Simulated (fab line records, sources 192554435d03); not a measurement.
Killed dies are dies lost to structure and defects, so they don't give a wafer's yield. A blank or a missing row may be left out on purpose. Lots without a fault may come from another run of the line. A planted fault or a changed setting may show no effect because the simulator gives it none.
Chamber matching | flow n5_finfet | N5_BEOL_M4_ALD_84 on ald_metal-01: 4 sister chambers
The step deposits TaN, pulse time 2 s, purge time 3 s, co reactant purge time 2 s. 8 wafers are shown with their chamber, then 7 later ones without.

WAFERS WITH THEIR CHAMBER
wafer  | chamber | heater_power_w (W) | chamber_pressure_Torr (Torr)
L075.4 | 1       | 440                | 3.008
L079.1 | 2       | 393                | 3.002
L081.5 | 0       | 461                | 2.999
L082.1 | 3       | 444                | 2.996
L082.2 | 0       | 464                | 2.993
L082.3 | 2       | 390                | 3.001
L083.3 | 1       | 442                | 2.996
L083.4 | 3       | 440                | 3.006

WAFERS WITHOUT THEIR CHAMBER
wafer  | heater_power_w (W) | chamber_pressure_Torr (Torr)
L083.5 | 450                | 3.014
L084.3 | 440                | 3.001
L084.4 | 386                | 2.997
L084.6 | 451                | 2.999
L094.1 | 431                | 3.005
L094.2 | 467                | 2.992
L094.3 | 436                | 3.000

WHICH CHAMBER EACH WENT THROUGH
wafer  | from the rows above          | in truth
L083.5 | can't be placed: 3 or 1      | 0
L084.3 | can't be placed: 1 or 3      | 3
L084.4 | 2                            | 2
L084.6 | can't be placed: 3 or 1 or 0 | 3
L094.1 | can't be placed: 1 or 3      | 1
L094.2 | 0                            | 0
L094.3 | can't be placed: 1 or 3      | 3
Placed correctly: 2 of 7. Can't be placed from these rows: 5 (the true chamber is among the candidates in 4). Placed wrongly: 0.
How it was worked out, from the rows above alone: a wafer's distance from a chamber is the root of the sum, over the readings, of the square of ((its reading less the chamber's mean) divided by the reading's scatter). The wafer belongs to the nearest chamber; if the next one is less than 2 further off, it can't be placed. A chamber's mean is the mean of its shown wafers. The scatter: the root of (the sum of the squares of (reading less its chamber's mean) over the shown wafers, divided by (wafers less chambers)).
